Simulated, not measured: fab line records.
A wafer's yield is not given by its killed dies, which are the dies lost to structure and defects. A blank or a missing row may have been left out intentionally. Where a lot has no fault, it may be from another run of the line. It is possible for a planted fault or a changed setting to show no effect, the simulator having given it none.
Which tool was responsible?	flow n5Finfet	24 lots with 72 wafers sampled at 6 steps, on a route of 1938 steps

## WHAT THE GAUGES READ, wafer by wafer
N5_MOL_CONTACT_COAG_THK_MEAS_29.
lot	measured	on	MD_CAP_THK (nm)
L074	day 5 00:12	filmMetro-02	18.13 17.83 18.12
L075	day 5 10:33	filmMetro-01	18.04 18.00 17.96
L076	day 5 15:12	filmMetro-02	18.16 17.96 17.94
L077	day 5 21:06	filmMetro-01	18.07 17.79 17.92
L078	day 5 23:05	filmMetro-01	17.58 17.91 17.66
L079	day 6 05:40	filmMetro-01	17.96 17.69 17.60
L080	day 6 16:26	filmMetro-02	17.94 17.94 17.97
L081	day 6 17:52	filmMetro-01	18.04 17.93 17.69
L082	day 7 00:57	filmMetro-02	17.96 17.90 17.78
L083	day 7 10:51	filmMetro-01	18.02 17.95 18.11
L084	day 7 11:05	filmMetro-01	17.94 17.73 17.85
L085	day 7 18:48	filmMetro-01	17.84 18.02 18.13
L086	day 8 01:39	filmMetro-01	18.03 18.03 17.95
L087	day 8 06:20	filmMetro-01	17.74 17.85 17.98
L088	day 8 12:53	filmMetro-01	17.96 18.02 17.96
L089	day 8 23:17	filmMetro-02	17.79 17.86 17.58
L090	day 9 00:45	filmMetro-01	17.82 17.84 17.97
L091	day 9 08:49	filmMetro-01	18.04 17.83 17.89
L092	day 9 12:54	filmMetro-02	17.95 17.87 17.77
L093	day 9 19:38	filmMetro-01	17.76 17.80 17.87
L094	day 9 23:33	filmMetro-02	17.74 17.79 17.70
L095	day 10 04:05	filmMetro-01	18.01 17.89 17.95
L096	day 10 18:47	filmMetro-02	17.99 18.05 17.96
L097	day 11 00:01	filmMetro-01	18.06 18.11 18.00

N5_MOL_CONTACT_COAG_OVL_MEAS_41.
lot	measured	on	VD_OVL (nm)
L074	day 5 03:13	overlay-02	0.4 0.5 -0.3
L075	day 5 12:59	overlay-01	-1.5 0.7 -0.5
L076	day 5 17:46	overlay-02	-1.6 -2.0 -2.6
L077	day 5 23:15	overlay-02	-1.1 -2.1 -1.0
L078	day 6 01:22	overlay-02	0.4 -0.1 0.2
L079	day 6 08:06	overlay-01	-0.7 -0.4 -1.1
L080	day 6 18:44	overlay-01	-0.2 0.0 -0.8
L081	day 6 20:37	overlay-02	-1.7 -1.8 -1.2
L082	day 7 03:23	overlay-01	-0.2 -0.4 -0.9
L083	day 7 13:46	overlay-01	-0.4 -0.6 -0.2
L084	day 7 14:17	overlay-01	-0.3 0.6 -0.2
L085	day 7 21:40	overlay-02	-1.8 -0.8 -0.7
L086	day 8 04:01	overlay-01	0.4 0.0 -0.4
L087	day 8 09:07	overlay-01	-2.4 -1.1 -0.2
L088	day 8 15:22	overlay-02	-0.1 0.3 0.0
L089	day 9 01:40	overlay-02	-1.2 0.1 -1.4
L090	day 9 02:57	overlay-01	0.1 0.0 -0.9
L091	day 9 11:11	overlay-02	-0.7 -0.1 -0.4
L092	day 9 15:49	overlay-01	0.6 0.1 0.2
L093	day 9 22:12	overlay-01	-0.4 -1.3 -2.0
L094	day 10 02:22	overlay-01	0.3 0.5 0.1
L095	day 10 07:17	overlay-02	0.1 0.7 0.9
L096	day 10 21:44	overlay-01	1.0 0.7 0.0
L097	day 11 02:19	overlay-02	-0.7 -0.8 -0.9

N5_MOL_CONTACT_COAG_INSPECT_97: inspects for defects (darkfield).
lot	measured	on	rawDefectCount
L074	day 5 10:43	defectInspect-02	105 31 37
L075	day 5 17:43	defectInspect-02	29 41 32
L076	day 5 22:30	defectInspect-02	42 54 28
L077	day 6 03:58	defectInspect-02	57 41 129
L078	day 6 06:58	defectInspect-01	47 48 32
L079	day 6 13:17	defectInspect-01	25 43 37
L080	day 6 23:48	defectInspect-02	27 35 62
L081	day 7 03:11	defectInspect-02	116 46 69
L082	day 7 08:10	defectInspect-02	36 80 48
L083	day 7 18:31	defectInspect-02	36 42 54
L084	day 7 21:29	defectInspect-02	52 38 65
L085	day 8 02:29	defectInspect-02	56 34 55
L086	day 8 08:50	defectInspect-02	38 45 38
L087	day 8 14:09	defectInspect-02	63 63 52
L088	day 8 20:11	defectInspect-02	44 44 31
L089	day 9 06:32	defectInspect-02	39 39 18
L090	day 9 09:32	defectInspect-02	39 41 56
L091	day 9 16:11	defectInspect-02	61 32 25
L092	day 9 20:32	defectInspect-02	64 33 45
L093	day 10 02:56	defectInspect-02	27 51 49
L094	day 10 07:14	defectInspect-02	104 61 24
L095	day 10 12:16	defectInspect-02	109 88 98
L096	day 11 02:41	defectInspect-02	21 30 35
L097	day 11 07:14	defectInspect-02	79 25 59

## TOOL THAT RAN EACH LOT (tool first, then ch and the chambers of the sampled wafers, then the start)
lot	N5_MOL_CONTACT_COAG_ETCH_65	N5_MOL_CONTACT_COAG_ETCHBACK_134	N5_MOL_CONTACT_COAG_ETCH_48
L074	rieDiel-01 ch 0,3, day 5 03:20	rieDiel-05 ch 0,1, day 5 03:43	rieDiel-05 ch 0,1, day 5 03:56
L075	rieDiel-04 ch 0,1,2, day 5 13:05	rieDiel-01 ch 0,1,3, day 5 13:22	rieDiel-01 ch 0,1,3, day 5 13:36
L076	rieDiel-01 ch 0,2,3, day 5 17:54	rieDiel-04 ch 1,2,3, day 5 18:11	rieDiel-04 ch 1,2,3, day 5 18:25
L077	rieDiel-04 ch 1,2,3, day 5 23:23	rieDiel-04 ch 0,2,3, day 5 23:40	rieDiel-04 ch 0,2,3, day 5 23:53
L078	rieDiel-04 ch 1,3, day 6 01:29	rieDiel-05 ch 0,1,3, day 6 01:46	rieDiel-05 ch 0,1,3, day 6 01:59
L079	rieDiel-05 ch 1,3, day 6 08:25	rieDiel-05 ch 0,1, day 6 08:58	rieDiel-05 ch 0,1, day 6 09:11
L080	rieDiel-05 ch 0,1,3, day 6 19:07	rieDiel-05 ch 1,2,3, day 6 19:30	rieDiel-05 ch 1,2,3, day 6 19:43
L081	rieDiel-05 ch 1,2,3, day 6 20:44	rieDiel-04 ch 1,2,3, day 6 22:51	rieDiel-04 ch 1,2,3, day 6 23:05
L082	rieDiel-01 ch 1,2, day 7 03:32	rieDiel-05 ch 0,1,3, day 7 03:49	rieDiel-05 ch 0,1,3, day 7 04:03
L083	rieDiel-05 ch 2,3, day 7 13:54	rieDiel-01 ch 0,1,2, day 7 14:11	rieDiel-01 ch 0,1,2, day 7 14:25
L084	rieDiel-01 ch 1,2,3, day 7 14:42	rieDiel-05 ch 0,2, day 7 15:14	rieDiel-05 ch 0,2, day 7 15:27
L085	rieDiel-01 ch 0,1,3, day 7 21:52	rieDiel-05 ch 0,1,3, day 7 22:08	rieDiel-05 ch 0,1,3, day 7 22:22
L086	rieDiel-04 ch 1,2,3, day 8 04:08	rieDiel-01 ch 0,1,3, day 8 04:31	rieDiel-01 ch 0,1,3, day 8 04:44
L087	rieDiel-01 ch 0,1,3, day 8 09:15	rieDiel-04 ch 1,2,3, day 8 09:48	rieDiel-04 ch 1,2,3, day 8 10:02
L088	rieDiel-01 ch 0,1, day 8 15:29	rieDiel-05 ch 2,3, day 8 15:53	rieDiel-05 ch 2,3, day 8 16:06
L089	rieDiel-05 ch 0,3, day 9 01:51	rieDiel-05 ch 0,2, day 9 02:08	rieDiel-05 ch 0,2, day 9 02:21
L090	rieDiel-01 ch 1,2, day 9 03:05	rieDiel-05 ch 0,3, day 9 03:22	rieDiel-05 ch 0,3, day 9 03:35
L091	rieDiel-01 ch 0,2, day 9 11:30	rieDiel-05 ch 0,1,3, day 9 11:47	rieDiel-05 ch 0,1,3, day 9 12:00
L092	rieDiel-04 ch 0,3, day 9 15:57	rieDiel-01 ch 0,1,3, day 9 16:14	rieDiel-01 ch 0,1,3, day 9 16:28
L093	rieDiel-05 ch 0,1,3, day 9 22:19	rieDiel-01 ch 1,3, day 9 22:36	rieDiel-01 ch 1,3, day 9 22:49
L094	rieDiel-04 ch 0,1, day 10 02:34	rieDiel-04 ch 1,2,3, day 10 02:52	rieDiel-04 ch 1,2,3, day 10 03:06
L095	rieDiel-01 ch 1,2, day 10 07:40	rieDiel-04 ch 0,3, day 10 07:56	rieDiel-04 ch 0,3, day 10 08:10
L096	rieDiel-01 ch 1,2,3, day 10 21:52	rieDiel-04 ch 0,1,2, day 10 22:10	rieDiel-04 ch 0,1,2, day 10 22:24
L097	rieDiel-04 ch 1,3, day 11 02:27	rieDiel-05 ch 1,2, day 11 02:44	rieDiel-05 ch 1,2, day 11 02:57
- N5_MOL_CONTACT_COAG_ETCH_65: etches underlayer in N2/H2, target depth 13 nm, time 10.4 s.
- N5_MOL_CONTACT_COAG_ETCHBACK_134: etches SiO2 in CHF3, target depth 10 nm, time 6.7 s.
- N5_MOL_CONTACT_COAG_ETCH_48: etches SiOC in C4F6/O2, target depth 15 nm, overetch 4.5 nm, time 17 s.

## WHAT THE TOOLS THEMSELVES READ (means of the sampled wafers that have a number; where no wafer has one, the mark that the record gives instead)
N5_MOL_CONTACT_COAG_ETCH_65.
lot	tool	drypumpMotorCurrentA (A)	etchRfOnTimeS (s)	oesProductAu (a.u.)	rfVppV (V)	showerheadPlenumPTorr (Torr)	throttleValvePct (%)
L074	rieDiel-01	5.8	10.32	0.63	524.4	2.54	17.84
L075	rieDiel-04	5.9	10.24	0.71	523.9	2.53	17.84
L076	rieDiel-01	5.5	10.31	0.63	523.4	2.52	17.96
L077	rieDiel-04	5.8	10.09	0.71	521.9	2.49	17.88
L078	rieDiel-04	5.9	10.32	0.65	520.9	2.44	17.93
L079	rieDiel-05	6.0	10.28	0.65	523.6	2.48	17.84
L080	rieDiel-05	5.6	10.36	0.64	521.7	2.45	17.78
L081	rieDiel-05	5.6	10.48	0.62	523.8	2.49	17.70
L082	rieDiel-01	5.6	10.52	0.66	525.6	2.65	17.94
L083	rieDiel-05	5.4	10.51	0.60	521.9	2.44	17.58
L084	rieDiel-01	5.3	10.41	0.66	524.4	2.56	17.94
L085	rieDiel-01	5.7	10.43	0.65	523.9	2.57	17.80
L086	rieDiel-04	5.8	10.07	0.70	522.4	2.48	17.91
L087	rieDiel-01	5.7	10.32	0.65	525.0	2.57	17.81
L088	rieDiel-01	6.1	10.26	0.62	526.3	2.62	17.87
L089	rieDiel-05	5.3	10.57	0.61	520.4	2.41	17.76
L090	rieDiel-01	5.6	10.38	0.66	525.6	2.64	17.97
L091	rieDiel-01	5.5	10.15	0.61	522.9	2.56	18.20
L092	rieDiel-04	5.7	10.41	0.65	523.4	2.51	17.68
L093	rieDiel-05	5.6	10.31	0.62	521.4	2.43	17.83
L094	rieDiel-04	5.9	10.50	0.64	523.0	2.52	17.79
L095	rieDiel-01	5.6	10.48	0.65	526.4	2.64	17.98
L096	rieDiel-01	5.3	10.46	0.64	523.8	2.54	17.99
L097	rieDiel-04	5.9	10.24	0.63	520.8	2.42	18.01

N5_MOL_CONTACT_COAG_ETCHBACK_134.
lot	tool	drypumpMotorCurrentA (A)	oesProductAu (a.u.)	rfVppV (V)	showerheadPlenumPTorr (Torr)	throttleValvePct (%)
L074	rieDiel-05	5.5	0.78	524	2.31	18.67
L075	rieDiel-01	5.7	0.78	534	2.43	18.75
L076	rieDiel-04	5.7	0.83	515	2.35	18.85
L077	rieDiel-04	5.6	0.85	527	2.37	18.62
L078	rieDiel-05	5.6	0.74	521	2.31	18.72
L079	rieDiel-05	5.8	0.79	524	2.35	18.81
L080	rieDiel-05	5.6	0.72	523	2.37	18.84
L081	rieDiel-04	5.8	0.82	516	2.34	18.87
L082	rieDiel-05	5.6	0.74	522	2.31	18.75
L083	rieDiel-01	5.7	0.74	530	2.45	18.84
L084	rieDiel-05	5.2	0.71	527	2.40	18.78
L085	rieDiel-05	5.6	0.74	521	2.31	18.76
L086	rieDiel-01	5.7	0.76	534	2.42	18.78
L087	rieDiel-04	5.7	0.81	515	2.34	18.89
L088	rieDiel-05	5.4	0.69	520	2.34	18.80
L089	rieDiel-05	5.2	0.71	526	2.40	18.80
L090	rieDiel-05	5.4	0.69	519	2.27	18.70
L091	rieDiel-05	5.6	0.73	521	2.30	18.77
L092	rieDiel-01	5.7	0.75	534	2.42	18.81
L093	rieDiel-01	5.3	0.77	539	2.36	18.74
L094	rieDiel-04	5.8	0.80	516	2.33	18.91
L095	rieDiel-04	5.7	0.76	537	2.34	18.46
L096	rieDiel-04	5.8	0.80	530	2.36	18.78
L097	rieDiel-05	5.6	0.72	527	2.43	18.95

N5_MOL_CONTACT_COAG_ETCH_48.
lot	tool	drypumpMotorCurrentA (A)	oesProductAu (a.u.)	rfVppV (V)	showerheadPlenumPTorr (Torr)	throttleValvePct (%)
L074	rieDiel-05	5.5	0.67	1589	2.76	41.0
L075	rieDiel-01	5.7	0.66	1617	2.90	40.7
L076	rieDiel-04	5.8	0.69	1565	2.80	40.6
L077	rieDiel-04	5.6	0.69	1599	2.84	40.2
L078	rieDiel-05	5.6	0.61	1583	2.76	41.2
L079	rieDiel-05	5.8	0.67	1591	2.80	41.2
L080	rieDiel-05	5.7	0.63	1590	2.84	41.4
L081	rieDiel-04	5.7	0.69	1566	2.80	40.6
L082	rieDiel-05	5.6	0.66	1583	2.76	41.2
L083	rieDiel-01	5.7	0.60	1603	2.93	40.9
L084	rieDiel-05	5.2	0.58	1600	2.88	41.0
L085	rieDiel-05	5.6	0.63	1583	2.75	41.2
L086	rieDiel-01	5.7	0.62	1616	2.89	40.7
L087	rieDiel-04	5.7	0.69	1565	2.79	40.6
L088	rieDiel-05	5.4	0.58	1581	2.80	41.4
L089	rieDiel-05	5.2	0.61	1599	2.87	41.0
L090	rieDiel-05	5.3	0.58	1575	2.72	41.3
L091	rieDiel-05	5.6	0.62	1582	2.75	41.2
L092	rieDiel-01	5.7	0.64	1616	2.88	40.7
L093	rieDiel-01	5.3	0.65	1630	2.81	40.5
L094	rieDiel-04	5.7	0.66	1565	2.79	40.6
L095	rieDiel-04	5.7	0.66	1620	2.79	39.7
L096	rieDiel-04	5.9	0.64	1607	2.83	40.4
L097	rieDiel-05	5.6	0.58	1601	2.90	41.2

## THE ANSWER, worked out from the rows above alone
Rule: the lots themselves supply what counts as usual. Put in order of their means at a reading, lots are off if they are a third of the lots or fewer, leave a main group of 4 or more, and stand apart from it by a gap of 3 or more times the standard deviation of the main group's means; of several such gaps the widest counts. The tables above print the reading to a certain number of digits; a main group whose means all agree to those digits is not used. Also off: a lot with no number at a reading for which 4 or more lots have one. Any other lot the step has rows for is counted as sound. First the gauges in route order, then the tools' own readings, where a lot's mean is used as printed above. At the first step where some lot is off, the reading lying furthest off is the one used; lots without a number count as furthest.
No lot is off on any of the readings shown, so nothing can be concluded from this.

## WHAT HAD BEEN PUT IN BY THE SIMULATOR
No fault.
